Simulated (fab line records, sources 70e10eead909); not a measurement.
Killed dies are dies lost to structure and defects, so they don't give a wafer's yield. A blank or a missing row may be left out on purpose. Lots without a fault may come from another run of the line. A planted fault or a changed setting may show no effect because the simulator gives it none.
Problem report in the 8D (eight disciplines) form, filled by code | flow nand_harc | the parts of the form that need people (team, actions taken, sign-off) are left out

1. THE PROBLEM
raw_defect_count at NHARC_A_CHANNEL_HOLE_D1_INSPECT_40 reads a mean of 562 on 6 wafers of 2 lots; wafers without a fault read 65 with a standard deviation of 21. That is +24 standard deviations from the usual mean.
First seen on wafer L453.2, day 10 07:30, on defect_inspect-02. The record holds 36 wafers of 12 lots with a number at this step. Rule for "out", or "out of limits": more than 4 standard deviations from the usual mean. The other wafers with a number count as sound.

2. WHAT IT IS AND WHAT IT IS NOT
question                    | is                                   | is not
which readings at this step | raw_defect_count                     | -
which lots                  | L453, L456                           | L447, L448, L449, L450, L451, L463, L465, L467, L469, L470
which wafers of those lots  | all that have a number               | -
read on which gauges        | defect_inspect-01, defect_inspect-02 | -
when                        | from day 10 07:30                    | up to then (15 sound wafers); but 15 sound wafers of L463, L465, L467, L469, L470 came after

3. SUSPECTS, AND WHAT RULES EACH OUT
Counting: a tool at a process step up to the reading stays a suspect if it ran every lot that is out and no sound lot after the first of them.
- the gauge at NHARC_A_CHANNEL_HOLE_D1_INSPECT_40: ruled out. The wafers that are out were read on 2 gauges (defect_inspect-01, defect_inspect-02).
- har_etch-02 at NHARC_A_CHANNEL_HOLE_D1_ETCH_23 (etches the open film in C4F8/O2/Ar, time 819 s, target depth 1600 nm): ruled out as a lasting fault. Sound lots L469, L470 ran on it after its first lot that is out, L453 (day 10 03:20).
- har_etch-02 at NHARC_A_CHANNEL_HOLE_D1_ETCH_24 (etches the open film in C4F8/O2/Ar, time 906.2 s, target depth 1500 nm): ruled out as a lasting fault. Sound lots L469, L470 ran on it after its first lot that is out, L453 (day 10 04:02).
- har_etch-02 at NHARC_A_CHANNEL_HOLE_D1_ETCH_25 (etches the open film in C4F8/O2/Ar, time 1040.2 s, target depth 1500 nm): ruled out as a lasting fault. Sound lots L469, L470 ran on it after its first lot that is out, L453 (day 10 04:50).
Left after counting: nothing in the record.

4. THE CAUSE (what the simulator had put in)
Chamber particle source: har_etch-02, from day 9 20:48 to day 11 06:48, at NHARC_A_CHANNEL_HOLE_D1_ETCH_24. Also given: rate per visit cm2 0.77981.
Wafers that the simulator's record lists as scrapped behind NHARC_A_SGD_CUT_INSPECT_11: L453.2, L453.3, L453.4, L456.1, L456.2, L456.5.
Counting ruled it out, wrongly: the rule takes a fault to strike every lot that its tool runs from its start on, and this one did not.

5. THE CHAIN OF EFFECTS, in route order
Each row: a reading whose mean over the struck wafers that have a number lies more than 3 standard deviations from the usual. Only readings for which the record gives a usual standard deviation are gone through. hours: the time from each lot's start at the first step in this table that gives one to its start at this step, as a median over the lots. sigmas: the change in usual standard deviations.
hours | step                               | reading          | usual | on struck wafers | change | sigmas
0     | NHARC_A_CHANNEL_HOLE_D1_INSPECT_40 | raw_defect_count | 65    | 562              | +497   | +24

6. WHAT WOULD HAVE CAUGHT IT SOONER
In this record the first reading out of limits at a measuring or inspecting step was taken at day 10 07:30, 11 hours after the fault began at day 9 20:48.
Of the tool readings at NHARC_A_CHANNEL_HOLE_D1_ETCH_24 for which the record gives a usual standard deviation, none was out on any struck wafer, so an alarm limit of 4 standard deviations on them would not have fired.
